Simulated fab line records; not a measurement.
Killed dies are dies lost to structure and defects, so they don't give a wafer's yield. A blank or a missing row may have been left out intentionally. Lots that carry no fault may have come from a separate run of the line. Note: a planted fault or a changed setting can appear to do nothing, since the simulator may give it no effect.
Matching of chambers :: flow n5_finfet :: 4 sister chambers for N5_BEOL_M0_SAQP_STRIP_108 on rie_diel-01
The step strips in N2/H2. 7 wafers are shown with their chamber, then 7 later ones without.

## WAFERS WITH THEIR CHAMBER
wafer: L081.2
chamber: 3
throttle_valve_pct (%): 18.77
showerhead_plenum_p_Torr (Torr): 3.23

wafer: L081.5
chamber: 2
throttle_valve_pct (%): 19.34
showerhead_plenum_p_Torr (Torr): 3.32

wafer: L082.1
chamber: 2
throttle_valve_pct (%): 19.34
showerhead_plenum_p_Torr (Torr): 3.32

wafer: L082.3
chamber: 3
throttle_valve_pct (%): 18.76
showerhead_plenum_p_Torr (Torr): 3.23

wafer: L082.5
chamber: 0
throttle_valve_pct (%): 18.64
showerhead_plenum_p_Torr (Torr): 3.39

wafer: L087.3
chamber: 1
throttle_valve_pct (%): 18.72
showerhead_plenum_p_Torr (Torr): 3.35

wafer: L087.4
chamber: 0
throttle_valve_pct (%): 18.63
showerhead_plenum_p_Torr (Torr): 3.38

## WAFERS WITH NO CHAMBER GIVEN
wafer: L087.5
throttle_valve_pct (%): 18.65
showerhead_plenum_p_Torr (Torr): 3.38

wafer: L090.3
throttle_valve_pct (%): 18.66
showerhead_plenum_p_Torr (Torr): 3.38

wafer: L090.4
throttle_valve_pct (%): 18.80
showerhead_plenum_p_Torr (Torr): 3.22

wafer: L090.5
throttle_valve_pct (%): 18.79
showerhead_plenum_p_Torr (Torr): 3.22

wafer: L096.1
throttle_valve_pct (%): 18.76
showerhead_plenum_p_Torr (Torr): 3.33

wafer: L096.2
throttle_valve_pct (%): 18.68
showerhead_plenum_p_Torr (Torr): 3.37

wafer: L096.4
throttle_valve_pct (%): 18.81
showerhead_plenum_p_Torr (Torr): 3.22

## WHICH CHAMBER EACH ONE RAN IN
wafer: L087.5
from the rows above: 0
in truth: 0

wafer: L090.3
from the rows above: 0
in truth: 0

wafer: L090.4
from the rows above: 3
in truth: 3

wafer: L090.5
from the rows above: 3
in truth: 3

wafer: L096.1
from the rows above: 1
in truth: 1

wafer: L096.2
from the rows above: can't be placed: 1 or 0
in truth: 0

wafer: L096.4
from the rows above: 3
in truth: 3
Correct placement for 6 of the 7. These rows do not allow placing 1 (true chamber among the candidates in 1). Placed wrongly: 0.
How it was worked out, from the rows above alone: a wafer's distance from a chamber is the root of the sum, over the readings, of the square of ((its reading less the chamber's mean) divided by the reading's scatter). The wafer belongs to the nearest chamber; if the next one is less than 2 further off, it can't be placed. For every chamber, the mean is computed from those of its wafers that are shown. How the scatter is found: for the shown wafers, subtract from each reading the mean of its chamber, square and add these, divide the total by (wafers less chambers), then take the root.
